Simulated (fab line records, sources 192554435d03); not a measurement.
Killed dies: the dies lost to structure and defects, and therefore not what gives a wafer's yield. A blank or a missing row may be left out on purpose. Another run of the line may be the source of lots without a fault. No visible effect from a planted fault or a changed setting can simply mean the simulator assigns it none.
fab line records	flow n5_finfet	part 2 of 2: steps 16 to 26 of 26
record lots=5	wafers=15	last_day=18
route steps=1938 shown FIN_CUT@162 STI_FIN_REVEAL@183
lots that met no fault: taken from a fault-free run of the same line
start_h: start of the lot's first displayed wafer, in hours after the record's first day	wait_h: hours elapsed since this lot's preceding step	" identical to the entry in the row above	L1.1+2: one row covering several wafers at once	- either no value or no given start	* or withheld: withheld	< > ~ a bound
route shown NAME@n: NAME is a module with steps in the file, n the number in the route of the first one	usual: mean/standard deviation of fault-free wafers	same: alike in all rows	chamber/n: place in a boat	sites: the reading at each site	_std_site: their standard deviation	_edge_site: inner sites' mean taken away from outer sites' mean	radius_mm: for every site, how far away it sits from the centre of the wafer	mask NAME#n: copy n	behind: tool/chamber where the wafer was last shaped	hold: what put the lot on hold/how long, in hours/how the hold closed	device: transistor that didn't switch, given as n, p or np	end of line: at the end of the route, the tests of the same wafers	a step without rows: its recipe alone	killed: count of dies lost to structure and defects at first sort (not the wafer's yield)	map: the dies of a wafer, with x for killed, . for not killed, _ for no die there
set.NAME: the setting as run; set.NAME@STEP: as run at that earlier step	model.NAME: the simulator's own value behind a step, which no gauge read
lots at selected steps of the route; one table per step, one row per wafer
services: when a tool's chamber went out of use (start_h, in hours from the record's first day, below 0 if earlier), for how many hours, and the reason
## steps
# step N5_FIN_CUT_CUT_ETCH_28
# recipe chemistry=HBr/Cl2/O2	target=Si	target_depth_a=60	mask_material=SOC	time_s=2.4	ion_energy_ev=*	bias_w=*	pressure_mtorr=10	icp_w=800	HBr_flow_sccm=150	Cl2_flow_sccm=80	O2_flow_sccm=12
# usual bias_w=*	drypump_motor_current_A=5.7/0.45	he_backside_leak_sccm=2.8/0.39	oes_product_au=1.000/0.011	throttle_valve_pct=37.16/0.16
lot.wafer	tool	chamber	start_h	wait_h	bias_w	drypump_motor_current_A	he_backside_leak_sccm	oes_product_au	rf_hours_counter_h	throttle_valve_pct
L077.4	rie_si-02	3	48.55	0.0	*	5.7	3.0	0.992	57	37.17
L077.5	"	2	"	"	*	5.7	2.5	0.990	-	36.97
L077.6	"	3	"	"	*	5.7	2.9	0.988	-	37.17
L081.2	rie_si-04	3	71.94	0.0	*	5.4	2.4	0.981	63	37.34
L081.5	"	0	"	"	*	4.9	2.8	1.033	-	37.11
L081.6	"	3	"	"	*	5.4	2.4	0.977	-	37.33
L083.2	rie_si-01	1	82.03	0.0	*	5.4	2.8	0.999	147	37.20
L083.3	"	2	"	"	*	6.2	2.9	1.009	50	37.34
L083.5	"	2	"	"	*	6.2	2.8	1.006	-	37.34
L087.2	rie_si-01	1	106.42	0.0	*	5.3	3.0	0.992	148	37.21
L087.4	"	3	"	"	*	6.1	2.5	0.996	6	36.91
L087.5	"	2	"	"	*	6.2	2.9	1.008	-	37.33
L095.1	rie_si-02	1	155.38	0.0	*	5.5	3.3	0.998	191	37.20
L095.4	"	3	"	"	*	5.7	3.1	0.997	60	37.19
L095.5	"	3	"	"	*	5.7	3.1	0.989	-	37.20
# step N5_FIN_CUT_STRIP_22
# recipe chemistry=N2/H2	power_w=500	temp_c=40	pressure_mtorr=50	rf_frequency_hz=6e+07	overash_fraction=0.3	bias_power_w=8	h2_frac=0.5	n2_flow_sccm=300	h2_flow_sccm=300
# usual drypump_motor_current_A=5.8/0.38	oes_product_au=0.77/0.071	rf_vpp_V=54.5/2.2	showerhead_plenum_p_Torr=3.40/0.11	throttle_valve_pct=19.1/0.32
lot.wafer	tool	chamber	start_h	wait_h	drypump_motor_current_A	oes_product_au	rf_hours_counter_h	rf_vpp_V	showerhead_plenum_p_Torr	throttle_valve_pct
L077.4	rie_diel-05	1	48.65	0.1	5.5	0.75	145	53.7	3.51	18.8
L077.5	"	1	"	"	5.6	0.76	-	58.5	3.51	18.8
L077.6	"	2	"	"	5.1	0.87	-	55.7	3.42	19.5
L081.2	rie_diel-06	2	72.01	0.0	6.2	0.71	182	59.7	3.48	19.3
L081.5	"	1	"	"	6.2	0.68	-	55.0	3.46	19.7
L081.6	"	2	"	"	6.2	0.73	-	51.0	3.48	19.2
L083.2	rie_diel-06	2	82.11	0.1	6.2	0.71	185	50.4	3.48	19.2
L083.3	"	0	"	"	6.2	0.78	115	53.1	3.38	19.0
L083.5	"	3	"	"	6.2	0.81	-	59.5	3.38	19.0
L087.2	rie_diel-06	2	106.49	0.1	6.2	0.70	194	55.8	3.48	19.3
L087.4	"	1	"	"	6.2	0.98	0	52.6	3.45	19.3
L087.5	"	1	"	"	6.2	0.99	-	55.9	3.45	19.2
L095.1	rie_diel-05	1	155.49	0.1	5.6	0.72	180	54.4	3.49	18.9
L095.4	"	2	"	"	5.1	0.84	88	56.3	3.41	19.5
L095.5	"	0	"	"	6.0	0.71	-	49.8	3.48	19.3
# step N5_FIN_CUT_PRECLEAN_36
# recipe chemistry=O3/DIW	time_s=60	temp_c=22	o3_ppm=10
lot.wafer	tool	chamber	start_h	wait_h
L077.4+5+6	wet_bench-05	1,5,6	48.72	-
L081.2+5+6	wet_bench-02	0,4,3	72.08	-
L083.2+3+5	wet_bench-01	3,1,4	82.17	-
L087.2+4+5	wet_bench-05	6,4,7	106.56	-
L095.1+4+5	wet_bench-02	1,0,7	155.56	-
# step N5_FIN_CUT_SRD_32
# recipe dry=ipa_marangoni	time_s=30	temp_c=23	rinse_liquid=diw
lot.wafer	tool	chamber	start_h	wait_h
L077.4+5+6	wet_bench-05	1,5,6	48.74	0.0
L081.2+5+6	wet_bench-02	0,4,3	72.09	0.0
L083.2+3+5	wet_bench-01	3,1,4	82.19	0.0
L087.2+4+5	wet_bench-05	6,4,7	106.58	0.0
L095.1+4+5	wet_bench-02	1,0,7	155.57	0.0
# step N5_FIN_CUT_UV_OZONE_34
# recipe time_s=120	pressure_torr=760	temp_c=25
lot.wafer	tool	chamber	start_h	wait_h
L077.4+5+6	wet_bench-05	1,5,6	48.75	0.0
L081.2+5+6	wet_bench-02	0,4,3	72.11	0.0
L083.2+3+5	wet_bench-01	3,1,4	82.21	0.0
L087.2+4+5	wet_bench-05	6,4,7	106.60	0.0
L095.1+4+5	wet_bench-02	1,0,7	155.59	0.0
# step N5_FIN_CUT_INSPECT_17
# recipe inspect_instrument=brightfield	mode=aei
# usual raw_defect_count=221/63
lot.wafer	tool	chamber	start_h	wait_h	raw_defect_count
L077.4	defect_inspect-02	-	48.81	0.0	220
L077.5	"	-	"	"	245
L077.6	"	-	"	"	138
L081.2	defect_inspect-02	-	72.17	0.0	299
L081.5	"	-	"	"	184
L081.6	"	-	"	"	208
L083.2	defect_inspect-01	-	82.27	0.0	241
L083.3	"	-	"	"	259
L083.5	"	-	"	"	209
L087.2	defect_inspect-02	-	106.66	0.0	164
L087.4	"	-	"	"	134
L087.5	"	-	"	"	196
L095.1	defect_inspect-02	-	155.65	0.0	130
L095.4	"	-	"	"	152
L095.5	"	-	"	"	143
# step N5_STI_FIN_REVEAL_ALD_00
# recipe material=SiO2	target_thk_a=10	temp_c=300	ald_precursor_family=BDEAS	ald_co_reactant=O2-plasma	pulse_time_s=1	pressure_torr=2
# usual heater_power_w=462/40	precursor_pulse_height_rel=1.002/0.02
lot.wafer	tool	chamber	start_h	wait_h	heater_power_w	precursor_pulse_height_rel
L077.4	ald_sin-02	2	48.85	0.0	524	1.045
L077.5	"	1	"	"	407	1.009
L077.6	"	0	"	"	462	1.026
L081.2	ald_sin-02	0	73.30	1.1	456	1.012
L081.5	"	0	"	"	461	0.974
L081.6	"	3	"	"	536	1.012
L083.2	ald_sin-03	0	83.64	1.4	513	1.009
L083.3	"	1	"	"	451	0.999
L083.5	"	2	"	"	441	0.988
L087.2	ald_sin-02	0	107.57	0.9	470	0.996
L087.4	"	3	"	"	521	0.987
L087.5	"	3	"	"	531	1.012
L095.1	ald_sin-03	3	155.69	0.0	419	1.003
L095.4	"	0	"	"	509	0.975
L095.5	"	2	"	"	430	1.015
# step N5_STI_FIN_REVEAL_ALD_14
# recipe material=Si3N4	target_thk_a=30	temp_c=400	ald_precursor_family=SiH2I2	ald_co_reactant=N2/H2-plasma	pressure_torr=2
# usual heater_power_w=827/73
lot.wafer	tool	chamber	start_h	wait_h	heater_power_w
L077.4	ald_sin-02	2	48.90	0.0	894
L077.5	"	1	"	"	726
L077.6	"	0	"	"	803
L081.2	ald_sin-02	0	73.35	0.0	839
L081.5	"	0	"	"	823
L081.6	"	3	"	"	969
L083.2	ald_sin-03	0	83.69	0.0	917
L083.3	"	1	"	"	770
L083.5	"	2	"	"	791
L087.2	ald_sin-02	0	107.62	0.0	836
L087.4	"	3	"	"	946
L087.5	"	3	"	"	962
L095.1	ald_sin-03	3	155.73	0.0	741
L095.4	"	0	"	"	850
L095.5	"	2	"	"	755
# step N5_STI_FIN_REVEAL_FCVD_FILL_01
# recipe material=SiO2_flowable	target_thk_a=3120	temp_c=100	pressure_torr=0.8	rf_w=2000	time_s=512.2
lot.wafer	tool	chamber	start_h	wait_h
L077.4+5+6	fcvd-01	1,1,0	49.33	0.3
L081.2+5+6	fcvd-02	0,1,0	73.59	0.1
L083.2+3+5	fcvd-02	1	83.93	0.1
L087.2+4+5	fcvd-02	1,0,0	107.86	0.1
L095.1+4+5	fcvd-01	1,1,0	155.97	0.1
# step N5_STI_FIN_REVEAL_DENSIFY_02
# recipe temp_c=650	ambient=steam	time_s=1800	idle_temp_c=400	densification_p_h2o_torr=640
# usual spike_tc_centre_C=650.9/1.3
lot.wafer	tool	chamber	start_h	wait_h	spike_tc_centre_C
L077.4	furnace-02	0	49.77	0.2	651.0
L077.5	"	0	"	"	650.0
L077.6	"	0	"	"	648.5
L081.2	furnace-01	0	75.24	1.5	650.2
L081.5	"	0	"	"	653.7
L081.6	"	0	"	"	653.3
L083.2	furnace-02	0	84.56	0.4	649.6
L083.3	"	0	"	"	649.7
L083.5	"	0	"	"	650.6
L087.2	furnace-03	0	108.50	0.4	651.5
L087.4	"	0	"	"	650.2
L087.5	"	0	"	"	649.9
L095.1	furnace-01	0	156.61	0.4	651.9
L095.4	"	0	"	"	650.9
L095.5	"	0	"	"	652.4
# step N5_STI_FIN_REVEAL_CMP_04
# recipe stop_on=Si3N4	t_overpolish_s=4	down_force_psi=2	platen_rpm=54.18	post_cmp_clean=alkaline_brush	pad_velocity_m_s=1.078	target_thk_nm=131.83
# usual motor_current_A=7.7/0.68	overpolish_run_s=4.000/0.0096	retaining_ring_pressure_frac=0.999/0.0051	time_to_endpoint_s=102/3.1
lot.wafer	tool	chamber	start_h	wait_h	motor_current_A	overpolish_run_s	retaining_ring_pressure_frac	time_to_endpoint_s
L077.4	cmp-04	0	53.95	0.0	7.4	3.984	0.991	112
L077.6	"	0	"	"	7.5	4.008	1.000	107
L077.5	"	1	"	"	7.1	4.007	1.000	97
L081.2	cmp-04	0	79.45	0.1	7.4	4.006	0.999	107
L081.5	"	3	"	"	7.9	3.989	1.001	102
L081.6	"	0	"	"	7.4	3.997	1.005	104
L083.3	cmp-01	3	88.77	0.1	9.1	3.993	1.000	106
L083.2	"	0	"	"	7.6	4.000	0.987	101
L083.5	"	3	"	"	9.1	4.007	1.002	103
L087.4	cmp-04	3	112.67	0.0	7.5	4.007	1.005	101
L087.2	"	1	"	"	6.5	3.995	0.996	103
L087.5	"	0	"	"	7.3	4.001	1.000	108
L095.1	cmp-01	3	160.81	0.1	9.0	4.006	0.999	100
L095.4	"	0	"	"	7.5	4.007	1.004	98
L095.5	"	2	"	"	8.0	4.008	0.991	99
## services
tool	chamber	start_h	hours	kind
cmp-01	-	31.96	5.9	pm
rie_si-04	3	32.26	7.0	repair
furnace-01	-	38.88	5.7	repair
rie_si-01	-	46.40	0.1	repair
rie_diel-06	-	51.36	14.6	pm
rie_si-02	-	57.25	1.5	repair
ald_sin-03	-	86.61	14.0	pm
rie_diel-06	1	87.82	-	clean
rie_diel-06	1	87.82	-	consumable_replace:focus_ring
vapor_etch-01	-	91.27	1.7	repair
fcvd-01	1	96.01	9.8	repair
vapor_etch-02	-	102.72	0.1	repair
cmp-04	-	118.96	4.0	pm
rie_si-01	-	122.83	0.1	repair
rie_diel-04	-	124.52	2.8	pm
rie_diel-06	-	124.66	0.2	repair
rie_si-01	2	126.42	14.6	repair
wet_bench-05	-	136.42	1.2	repair
rie_diel-06	1	137.33	5.4	repair
rie_diel-05	2	138.48	4.3	repair
cmp-04	-	139.55	0.9	repair
rie_si-02	0	142.74	5.9	repair
cmp-01	-	153.64	1.2	repair
rie_diel-06	0	155.89	3.1	repair
